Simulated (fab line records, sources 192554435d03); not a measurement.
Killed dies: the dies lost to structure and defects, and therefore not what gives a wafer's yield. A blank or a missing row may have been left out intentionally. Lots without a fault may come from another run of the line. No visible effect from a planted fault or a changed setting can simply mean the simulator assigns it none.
Matching of chambers	flow n5 finfet	4 sister chambers for N5_MOL_CONTACT_COAG_ALD_123 on ald sin-02
The step deposits SiNx, target thk 5 nm, pulse time 1 s, purge time 2 s. 14 wafers are shown with their chamber, then 7 later ones without.

WAFERS, EACH WITH ITS CHAMBER
wafer	chamber	heater power w (W)	precursor pulse height rel	susceptor temp C (C)
L076.1	2	962	1.033	399.80
L076.2	3	912	0.973	400.11
L076.6	0	771	0.998	399.80
L078.1	0	771	1.025	399.77
L078.3	2	950	0.992	399.77
L078.4	1	970	0.967	400.28
L077.1	1	939	0.997	399.57
L077.2	2	950	1.005	399.67
L077.6	1	958	1.006	399.65
L081.1	3	926	0.978	399.97
L081.2	2	952	1.023	399.99
L081.5	3	926	0.942	400.14
L086.1	0	770	0.981	399.80
L086.3	2	976	0.994	399.95

SIGNATURES (averages over the wafers above)
reading	chamber 0	chamber 1	chamber 2	chamber 3	scatter within a chamber
heater power w	770.67	955.67	958.00	921.33	10.6
precursor pulse height rel	1.00133	0.99000	1.00940	0.96433	0.0197
susceptor temp C	399.7900	399.8333	399.8360	400.0733	0.197
Rule: distance of a wafer from a chamber = root of the sum over the readings of ((wafer's reading minus chamber's mean) / reading's scatter) squared. If the next closest chamber is less than 2 further off than the closest, the wafer can't be placed; otherwise it belongs to the closest. The scatter is the square root of a quotient: the sum, over the shown wafers, of each reading's squared deviation from its chamber's mean, divided by wafers minus chambers.

WAFERS MISSING THEIR CHAMBER
wafer	heater power w (W)	precursor pulse height rel	susceptor temp C (C)
L086.5	792	1.012	400.19
L093.1	935	0.985	400.00
L093.3	963	1.020	399.53
L093.5	751	0.989	400.17
L097.1	953	0.974	400.16
L097.3	775	1.023	400.25
L097.6	765	1.014	399.91

WHICH CHAMBER EACH ONE RAN IN
wafer	from the rows above	in truth
L086.5	0	0
L093.1	can't be placed: 3 or 1 or 2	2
L093.3	can't be placed: 2 or 1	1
L093.5	0	0
L097.1	can't be placed: 1 or 2 or 3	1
L097.3	0	0
L097.6	0	0
Placed correctly: 4 of 7. These rows do not allow placing 3 (true chamber among the candidates in 3). Number placed wrongly: 0.
